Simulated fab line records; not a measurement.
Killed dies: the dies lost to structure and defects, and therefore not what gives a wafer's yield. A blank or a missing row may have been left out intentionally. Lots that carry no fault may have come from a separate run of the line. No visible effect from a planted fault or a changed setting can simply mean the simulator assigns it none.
fab line records    flow nandHarc    part 1 of 2: steps 1 to 38 of 39
record: lots: 7  wafers: 21  lastDay: 32
route steps=1302 shown A_BONDPAD@1217 HYBRID_BOND@1237 THIN_TSV@1244 END@1302
lots that met no fault: taken from a fault-free run of the same line
startH: the number of hours between the record's first day and the start of the first shown wafer of the lot    waitH: hours from the lot's prior step to this one    " as in the row above    L1.1+2: several wafers, shown together as one row    - either no value or no given start    * or withheld: withheld    < > ~ a bound
route shown NAME@n: NAME is a module with steps in the file, n the number in the route of the first one    usual: mean/standard deviation taken from wafers without a fault    same: alike in all rows    chamber/n: place in a boat    sites: the reading at each site    _std_site: how widely they spread, as a standard deviation    _edge_site: inner sites' mean taken away from outer sites' mean    radiusMm: for every site, how far away it sits from the centre of the wafer    mask NAME#n: copy n    behind: the tool/chamber that last shaped the wafer    hold: why the lot went on hold/how many hours it stayed there/how the hold came to an end    device: the transistor (n, p or np) that didn't switch    end of line: the tests these same wafers got at the end of their route    a step without rows: its recipe alone    killed: the dies lost at the first sort to structure and to defects; this is not the yield of the wafer    map: the dies of a wafer, with x for killed, . for not killed, _ for no die there
set.NAME: setting as actually run; set.NAME@STEP: the setting as run at that earlier step    model.NAME: the simulator's own value behind a step, which no gauge read
lots seen at some steps along the route; tables by step, rows by wafer
services: when a tool's chamber went out of use (startH, in hours from the record's first day, below 0 if earlier), for how many hours, and the reason
== steps ==
step: NHARC_A_BONDPAD_HARDBAKE_10
recipe: tempC: 118  timeS: 65
step: NHARC_A_BONDPAD_DESCUM_11
recipe: timeS: 3  o2FlowSccm: 200  arFlowSccm: 0  biasPowerW: 0  chemistry: O2
usual: drypumpMotorCurrentA: 5.9/0.42  oesProductAu: 1.004/0.014  rfVppV: 57.7/0.95  showerheadPlenumPTorr: 1.89/0.097  throttleValvePct: 11.310/0.0086
lot.wafer  tool        chamber  startH  waitH  drypumpMotorCurrentA  oesProductAu  rfHoursCounterH  rfVppV  showerheadPlenumPTorr  throttleValvePct
L977.1     rieDiel-10  0        586.12  -      5.3                   1.016         4                58.4    1.80                   11.306
L977.2     "           1        "       "      6.3                   0.982         4                58.7    1.84                   11.307
L977.4     "           2        "       "      6.4                   1.007         4                57.3    2.00                   11.309
L978.4     rieDiel-10  1        588.02  -      6.3                   0.991         4                56.7    1.84                   11.317
L978.3     "           0        "       "      5.4                   1.000         4                56.2    1.80                   11.317
L978.6     "           2        "       "      6.3                   0.999         -                56.5    2.00                   11.314
L981.2     rieDiel-01  0        607.50  -      6.3                   1.022         5                58.5    1.97                   11.305
L981.3     "           1        "       "      5.4                   0.993         6                58.3    2.06                   11.310
L981.6     "           2        "       "      5.9                   0.997         -                56.9    1.84                   11.316
L980.3     rieDiel-10  3        609.05  -      5.6                   1.024         0                56.8    1.80                   11.311
L980.5     "           2        "       "      6.3                   1.000         -                57.4    2.00                   11.304
L980.4     "           3        "       "      5.6                   1.012         -                58.3    1.80                   11.324
L987.2     rieDiel-01  0        670.69  -      6.3                   1.017         15               58.1    1.97                   11.314
L987.1     "           2        "       "      5.9                   0.982         16               57.7    1.84                   11.320
L987.4     "           3        "       "      5.2                   0.997         16               58.1    1.77                   11.301
L989.1     rieDiel-10  0        703.96  -      5.2                   1.020         2                58.4    1.80                   11.321
L989.4     "           1        "       "      6.3                   0.970         2                57.2    1.84                   11.323
L989.5     "           0        "       "      5.2                   1.029         -                56.6    1.80                   11.315
L993.2     rieDiel-10  2        735.81  -      6.3                   0.994         3                57.1    2.00                   11.307
L993.1     "           3        "       "      5.6                   1.021         3                58.3    1.80                   11.321
L993.4     "           0        "       "      5.3                   1.011         3                58.7    1.80                   11.322
step: NHARC_A_BONDPAD_ETCH_34
recipe: targetDepthA: 600  overetchA: 180  timeS: 65.91  ionEnergyEv: 200  n2FlowSccm: 150  h2FlowSccm: 150  arFlowSccm: 0  rfW: 400  biasW: 150  chemistry: N2/H2
usual: drypumpMotorCurrentA: 5.9/0.42  oesProductAu: 1.003/0.014  rfFwdPowerW: 396.7/1.6  rfVppV: 429.7/3  showerheadPlenumPTorr: 2.01/0.11  throttleValvePct: 14.170/0.0091
lot.wafer  tool        chamber  startH  waitH  drypumpMotorCurrentA  oesProductAu  rfFwdPowerW  rfHoursCounterH  rfVppV  showerheadPlenumPTorr  throttleValvePct
L977.4     rieDiel-10  2        586.20  0.1    6.4                   1.008         396.8        4                433.1   2.13                   14.178
L977.1     "           3        "       "      5.6                   1.018         395.5        4                428.0   1.91                   14.156
L977.2     "           0        "       "      5.3                   1.019         395.3        4                427.2   1.91                   14.176
L978.4     rieDiel-10  0        588.10  0.1    5.3                   1.021         397.1        4                427.2   1.91                   14.167
L978.3     "           3        "       "      5.6                   1.024         393.5        4                426.0   1.91                   14.168
L978.6     "           1        "       "      6.3                   0.994         397.5        -                428.7   1.96                   14.178
L981.3     rieDiel-01  0        607.57  0.1    6.3                   1.024         393.9        5                431.7   2.10                   14.164
L981.2     "           3        "       "      5.1                   1.002         394.3        6                426.7   1.88                   14.185
L981.6     "           1        "       "      5.4                   0.994         396.1        -                434.7   2.20                   14.168
L980.3     rieDiel-10  1        609.15  0.1    6.3                   0.993         396.5        0                427.9   1.96                   14.165
L980.5     "           1        "       "      6.3                   0.984         396.6        -                428.8   1.96                   14.180
L980.4     "           2        "       "      6.3                   0.991         397.0        -                432.4   2.13                   14.159
L987.2     rieDiel-01  2        670.78  0.1    5.9                   1.000         397.2        16               428.2   1.96                   14.177
L987.1     "           3        "       "      5.2                   1.001         394.5        16               426.8   1.88                   14.177
L987.4     "           0        "       "      6.3                   1.009         391.3        15               432.1   2.10                   14.176
L989.1     rieDiel-10  2        704.04  0.1    6.3                   0.994         399.6        2                432.2   2.13                   14.174
L989.4     "           0        "       "      5.3                   1.029         394.5        2                428.7   1.91                   14.165
L989.5     "           2        "       "      6.3                   0.997         398.5        -                432.6   2.13                   14.180
L993.2     rieDiel-10  2        735.89  0.1    6.3                   0.988         398.0        3                432.9   2.13                   14.177
L993.4     "           3        "       "      5.6                   1.010         397.0        3                427.6   1.91                   14.183
L993.1     "           0        "       "      5.3                   1.020         396.5        3                427.0   1.91                   14.177
step: NHARC_A_BONDPAD_ETCH_12
recipe: targetDepthA: 2200  timeS: 110  chf3FlowSccm: 50  o2FlowSccm: 10  arFlowSccm: 200  rfW: 500  biasW: 200  chemistry: CHF3/O2
usual: drypumpMotorCurrentA: 5.9/0.41  oesProductAu: 0.942/0.024  rfFwdPowerW: 497.5/1.5  rfVppV: 369.9/2.6  showerheadPlenumPTorr: 2.38/0.12  throttleValvePct: 20.572/0.01
lot.wafer  tool        chamber  startH  waitH  drypumpMotorCurrentA  oesProductAu  rfFwdPowerW  rfHoursCounterH  rfVppV  showerheadPlenumPTorr  throttleValvePct
L977.4     rieDiel-10  1        -       -      6.3                   0.968         500.7        4                368.8   2.31                   20.580
L977.2     "           2        "       "      6.3                   0.987         500.9        4                373.0   2.51                   20.576
L977.1     "           3        "       "      5.6                   0.976         495.7        4                365.5   2.26                   20.572
L978.4     rieDiel-10  2        -       -      6.3                   0.965         499.6        4                372.3   2.50                   20.579
L978.3     "           0        "       "      5.3                   0.988         498.5        4                366.3   2.26                   20.581
L978.6     "           2        "       "      6.3                   0.979         500.2        -                372.2   2.50                   20.565
L981.2     rieDiel-01  0        -       -      6.3                   0.936         497.4        5                371.8   2.47                   20.567
L981.3     "           2        "       "      5.9                   0.921         497.0        6                368.1   2.31                   20.572
L981.6     "           1        "       "      5.5                   0.923         497.7        -                372.8   2.58                   20.546
L980.3     rieDiel-10  1        -       -      6.3                   0.958         499.8        0                369.1   2.31                   20.569
L980.4     "           1        "       "      6.3                   0.961         500.4        -                368.6   2.31                   20.573
L980.5     "           2        "       "      6.3                   0.968         497.9        -                371.9   2.50                   20.568
L987.4     rieDiel-01  1        -       -      5.4                   0.919         498.0        8                373.8   2.58                   20.581
L987.2     "           2        "       "      5.9                   0.919         497.5        16               367.6   2.31                   20.580
L987.1     "           0        "       "      6.3                   0.930         496.8        15               373.0   2.46                   20.571
L989.1     rieDiel-10  0        -       -      5.3                   0.946         496.6        2                366.6   2.26                   20.572
L989.4     "           2        "       "      6.3                   0.920         498.9        2                373.1   2.50                   20.570
L989.5     "           0        "       "      5.3                   0.943         497.5        -                366.4   2.26                   20.591
L993.2     rieDiel-10  3        -       -      5.7                   0.957         496.0        3                367.9   2.26                   20.559
L993.4     "           0        "       "      5.3                   0.979         499.3        3                366.8   2.26                   20.570
L993.1     "           2        "       "      6.4                   0.953         497.2        3                374.1   2.50                   20.579
step: NHARC_A_BONDPAD_CD_MEAS_13
usual: cdNm: 500.3/2.4
lot.wafer  tool      chamber  startH  waitH  cdNm
L977.1     cdSem-02  -        586.43  -      498.7
L977.2     "         -        "       "      497.7
L977.4     "         -        "       "      499.7
L978.3     cdSem-02  -        588.34  -      505.3
L978.4     "         -        "       "      501.9
L978.6     "         -        "       "      502.5
L981.2     cdSem-01  -        607.80  -      498.2
L981.3     "         -        "       "      498.9
L981.6     "         -        "       "      498.7
L980.3     cdSem-01  -        609.41  -      499.3
L980.4     "         -        "       "      497.3
L980.5     "         -        "       "      500.1
L987.1     cdSem-03  -        671.00  -      501.2
L987.2     "         -        "       "      495.0
L987.4     "         -        "       "      494.5
L989.1     cdSem-02  -        704.27  -      500.8
L989.4     "         -        "       "      500.9
L989.5     "         -        "       "      498.8
L993.1     cdSem-03  -        736.12  -      502.0
L993.2     "         -        "       "      497.0
L993.4     "         -        "       "      496.6
step: NHARC_A_BONDPAD_STRIP_15
recipe: o2FlowSccm: 500  arFlowSccm: 0  biasW: 0  chemistry: O2
usual: drypumpMotorCurrentA: 5.8/0.42  oesProductAu: 1.004/0.012  rfVppV: 57.7/0.93  showerheadPlenumPTorr: 3.49/0.17  throttleValvePct: 17.037/0.0091
lot.wafer  tool        chamber  startH  waitH  drypumpMotorCurrentA  oesProductAu  rfHoursCounterH  rfVppV  showerheadPlenumPTorr  throttleValvePct
L977.1     rieDiel-10  3        586.51  0.1    5.6                   1.011         4                56.6    3.33                   17.041
L977.4     "           0        "       "      5.3                   1.007         4                59.1    3.33                   17.030
L977.2     "           2        "       "      6.4                   1.002         4                60.1    3.68                   17.046
L978.3     rieDiel-03  2        588.41  0.1    6.1                   1.012         22               59.1    3.80                   17.027
L978.4     "           1        "       "      5.9                   1.024         27               58.7    3.69                   17.042
L978.6     "           2        "       "      6.1                   1.014         -                59.5    3.79                   17.039
L981.2     rieDiel-01  2        607.88  0.1    5.9                   0.995         6                57.5    3.40                   17.033
L981.3     "           3        "       "      5.2                   1.002         6                58.2    3.28                   17.059
L981.6     "           2        "       "      5.9                   0.985         -                58.5    3.40                   17.052
L980.3     rieDiel-10  1        609.52  0.1    6.3                   1.001         0                57.2    3.40                   17.037
L980.4     "           3        "       "      5.6                   1.034         -                57.9    3.33                   17.060
L980.5     "           1        "       "      6.3                   1.007         -                58.5    3.40                   17.033
L987.2     rieDiel-01  3        671.08  0.1    5.2                   1.008         16               58.0    3.27                   17.030
L987.4     "           0        "       "      6.3                   1.012         15               57.6    3.62                   17.029
L987.1     "           2        "       "      5.9                   0.994         16               57.0    3.40                   17.033
L989.1     rieDiel-01  2        704.36  0.1    5.9                   0.982         25               57.7    3.39                   17.055
L989.4     "           0        "       "      6.3                   1.008         22               57.8    3.61                   17.038
L989.5     "           2        "       "      5.9                   0.994         -                57.1    3.39                   17.031
L993.2     rieDiel-10  0        736.26  0.1    5.3                   1.016         3                59.0    3.33                   17.039
L993.1     "           1        "       "      6.3                   0.984         3                56.8    3.40                   17.040
L993.4     "           3        "       "      5.6                   1.012         3                58.0    3.33                   17.046
step: NHARC_A_BONDPAD_ETCH_24
recipe: targetDepthA: 300  overEtchFrac: 0.3  timeS: 72.99  ionEnergyEv: 150  cf4FlowSccm: 50  n2FlowSccm: 100  arFlowSccm: 150  rfW: 300  biasW: 100  chemistry: CF4/N2
step: NHARC_A_BONDPAD_STRIP_16
recipe: timeS: 600  tempC: 30  chemistry: postEtchResidueRemover
step: NHARC_A_BONDPAD_DEGAS_25
recipe: tempC: 300  timeS: 60
step: NHARC_A_BONDPAD_PRE_CLEAN_26
recipe: timeS: 30  tempC: 280  gas: H2/He
step: NHARC_A_BONDPAD_PVD_17
recipe: targetThkA: 50  biasV: 168.6  powerW: 15000  chamberPressurePa: 0.12  timeS: 8.06  substrateTempC: 50  material: TaN
step: NHARC_A_BONDPAD_PVD_27
recipe: targetThkA: 300  chamberPressurePa: 5  powerW: 5000  substrateTempC: 30  timeS: 20.49  material: Cu
step: NHARC_A_BONDPAD_ECD_18
recipe: targetThkA: 4000  bathTempC: 25  material: Cu
lot.wafer   tool      chamber  startH  waitH
L977.1+2+4  ecdCu-01  1,0,0    587.41  -
L978.4+3+6  ecdCu-02  0,1,1    589.42  -
L981.2+3+6  ecdCu-02  1,0,1    608.84  -
L980.3+4+5  ecdCu-02  1,0,0    610.55  -
L987.2+1+4  ecdCu-01  1,0,1    671.99  -
L989.1+4+5  ecdCu-02  0,1,1    705.27  -
L993.2+1+4  ecdCu-02  0,1,0    737.17  -
step: NHARC_A_BONDPAD_ANNEAL_28
recipe: tempC: 225  timeS: 90
step: NHARC_A_BONDPAD_CMP_19
recipe: tOverpolishS: 30  cuRecessTouchS: 16  targetThkNm: 169.82
step: NHARC_A_BONDPAD_THK_MEAS_20
recipe: thkMeasGauge: xrf
usual: thkNm: 170.4/1.9
lot.wafer  tool          chamber  startH  waitH  thkNm
L977.1     filmMetro-01  -        588.47  -      172.3
L977.2     "             -        "       "      170.8
L977.4     "             -        "       "      172.7
L978.3     filmMetro-02  -        590.37  -      171.4
L978.4     "             -        "       "      172.5
L978.6     "             -        "       "      172.4
L981.2     filmMetro-01  -        609.83  -      171.2
L981.3     "             -        "       "      170.1
L981.6     "             -        "       "      167.0
L980.3     filmMetro-01  -        611.51  -      172.3
L980.4     "             -        "       "      168.7
L980.5     "             -        "       "      171.8
L987.1     filmMetro-02  -        673.02  -      171.0
L987.2     "             -        "       "      167.2
L987.4     "             -        "       "      167.9
L989.1     filmMetro-02  -        706.31  -      170.1
L989.4     "             -        "       "      171.9
L989.5     "             -        "       "      168.3
L993.1     filmMetro-01  -        738.21  -      168.2
L993.2     "             -        "       "      169.8
L993.4     "             -        "       "      171.6
step: NHARC_A_BONDPAD_SRD_21
recipe: timeS: 30  tempC: 23  dryTimeS: 20  spinRpm: 1500
step: NHARC_HYBRID_BOND_ACTIVATE_00
recipe: timeS: 60  n2FlowSccm: 200  arFlowSccm: 0  biasPowerW: 0  chemistry: N2
step: NHARC_HYBRID_BOND_PRECLEAN_01
recipe: timeS: 300  tempC: 23  chemistry: DIW
step: NHARC_HYBRID_BOND_SRD_02
recipe: timeS: 30  tempC: 23  dryTimeS: 20  spinRpm: 1500
step: NHARC_HYBRID_BOND_BOND_03
recipe: tempC: 25
step: NHARC_HYBRID_BOND_ANNEAL_04
recipe: tempC: 300  timeS: 7200  rampUpCPerMin: 5  rampDownCPerMin: 3  idleTempC: 100  pressureAtm: 1
step: NHARC_HYBRID_BOND_OVL_MEAS_05
usual: overlayXNm: 1/31  overlayYNm: -3/33
lot.wafer  tool        chamber  startH  waitH  overlayXNm  overlayYNm
L977.1     overlay-01  -        598.07  0.4    9           -8
L977.2     "           -        "       "      56          43
L977.4     "           -        "       "      13          14
L978.3     overlay-02  -        598.08  0.4    -4          15
L978.4     "           -        "       "      -11         -42
L978.6     "           -        "       "      22          -44
L981.2     overlay-01  -        622.18  0.4    -33         -46
L981.3     "           -        "       "      -12         65
L981.6     "           -        "       "      -12         -37
L980.3     overlay-02  -        622.19  0.4    11          -19
L980.4     "           -        "       "      -28         42
L980.5     "           -        "       "      21          -34
L987.1     overlay-02  -        685.44  0.4    -62         -24
L987.2     "           -        "       "      -67         -22
L987.4     "           -        "       "      30          -22
L989.1     overlay-02  -        715.29  0.4    -19         10
L989.4     "           -        "       "      0           31
L989.5     "           -        "       "      18          0
L993.1     overlay-02  -        754.21  0.4    -8          -34
L993.2     "           -        "       "      42          20
L993.4     "           -        "       "      -4          -35
step: NHARC_THIN_TSV_GRIND_00
recipe: targetThkUm: 6
step: NHARC_THIN_TSV_CMP_01
recipe: targetThkUm: 3
usual: motorCurrentA: 12.4/1.1  retainingRingPressureFrac: 1.000/0.0051  slurryFilterDpKPa: 13.49/0.14  slurryFlowMlMin: 150.0/0.46
lot.wafer  tool    chamber  startH  waitH  motorCurrentA  retainingRingPressureFrac  slurryFilterDpKPa  slurryFlowMlMin
L978.4     cmp-04  1        599.51  0.4    12.7           0.993                      13.37              150.3
L978.3     "       3        "       "      12.5           1.001                      13.50              149.7
L978.6     "       1        "       "      12.4           0.993                      13.57              149.6
L977.4     cmp-04  3        600.68  0.4    12.5           0.997                      13.22              150.3
L977.2     "       0        "       "      12.5           1.008                      13.34              150.4
L977.1     "       1        "       "      12.8           1.000                      13.57              150.0
L981.3     cmp-04  0        623.62  0.6    11.9           1.006                      13.66              150.6
L981.2     "       2        "       "      14.0           1.009                      13.64              150.8
L981.6     "       1        "       "      13.5           1.007                      13.60              149.7
L980.3     cmp-04  3        626.01  0.6    12.1           1.007                      13.57              149.0
L980.4     "       1        "       "      12.5           1.003                      13.72              150.3
L980.5     "       0        "       "      12.2           1.007                      13.43              150.0
L987.1     cmp-02  3        686.86  1.0    11.4           1.001                      13.53              149.3
L987.2     "       0        "       "      10.5           1.000                      13.59              149.7
L987.4     "       1        "       "      13.8           1.004                      13.47              151.0
L989.4     cmp-01  3        717.95  0.4    11.4           1.000                      13.38              150.0
L989.1     "       1        "       "      14.8           0.997                      13.45              150.2
L989.5     "       2        "       "      12.8           1.004                      13.64              150.2
L993.1     cmp-04  2        755.68  1.1    13.7           1.006                      13.44              150.5
L993.2     "       3        "       "      11.9           0.994                      13.34              149.0
L993.4     "       0        "       "      11.9           0.997                      13.17              149.2
step: NHARC_THIN_TSV_THK_MEAS_02
recipe: thkMeasGauge: ir
usual: thkNm: 3030/200
lot.wafer  tool          chamber  startH  waitH  thkNm
L978.3     filmMetro-01  -        599.75  -      3161
L978.4     "             -        "       "      2766
L978.6     "             -        "       "      2890
L977.1     filmMetro-02  -        600.91  -      2709
L977.2     "             -        "       "      2487
L977.4     "             -        "       "      2542
L981.2     filmMetro-02  -        623.88  -      2954
L981.3     "             -        "       "      3289
L981.6     "             -        "       "      3339
L980.3     filmMetro-01  -        626.28  0.2    3157
L980.4     "             -        "       "      3056
L980.5     "             -        "       "      3076
L987.1     filmMetro-01  -        687.12  -      2953
L987.2     "             -        "       "      2893
L987.4     "             -        "       "      3084
L989.1     filmMetro-01  -        718.18  -      3068
L989.4     "             -        "       "      3488
L989.5     "             -        "       "      2927
L993.1     filmMetro-02  -        755.92  0.2    2892
L993.2     "             -        "       "      2832
L993.4     "             -        "       "      2725
step: NHARC_THIN_TSV_SRD_03
step: NHARC_THIN_TSV_PRECLEAN_41
recipe: timeS: *  tempC: 50  bathAgeMin: 0  chemistry: SC1
step: NHARC_THIN_TSV_SRD_42
step: NHARC_THIN_TSV_DEP_43
recipe: targetThkA: 13285  tempC: withheld  pressureTorr: 6.5  rfW: 900  teosFlowSccm: 161.4  flowSccm: 2650  targetThkNm: 1328.5  gas: O2  material: SiO2
step: NHARC_THIN_TSV_DEHYDRATE_04
recipe: tempC: 150  timeS: 120
step: NHARC_THIN_TSV_HMDS_05
recipe: timeS: 30
step: NHARC_THIN_TSV_COAT_06
recipe: spinRpm: *
step: NHARC_THIN_TSV_SOFTBAKE_07
recipe: tempC: 122  timeS: 95
step: NHARC_THIN_TSV_EBR_08
step: NHARC_THIN_TSV_EXPOSE_09
recipe: na: 0.55  doseMj: 30.7  maskId: TSV
step: NHARC_THIN_TSV_PEB_10
recipe: pebTempC: 118  pebTimeS: 85
step: NHARC_THIN_TSV_DEVELOP_11
recipe: timeS: 70
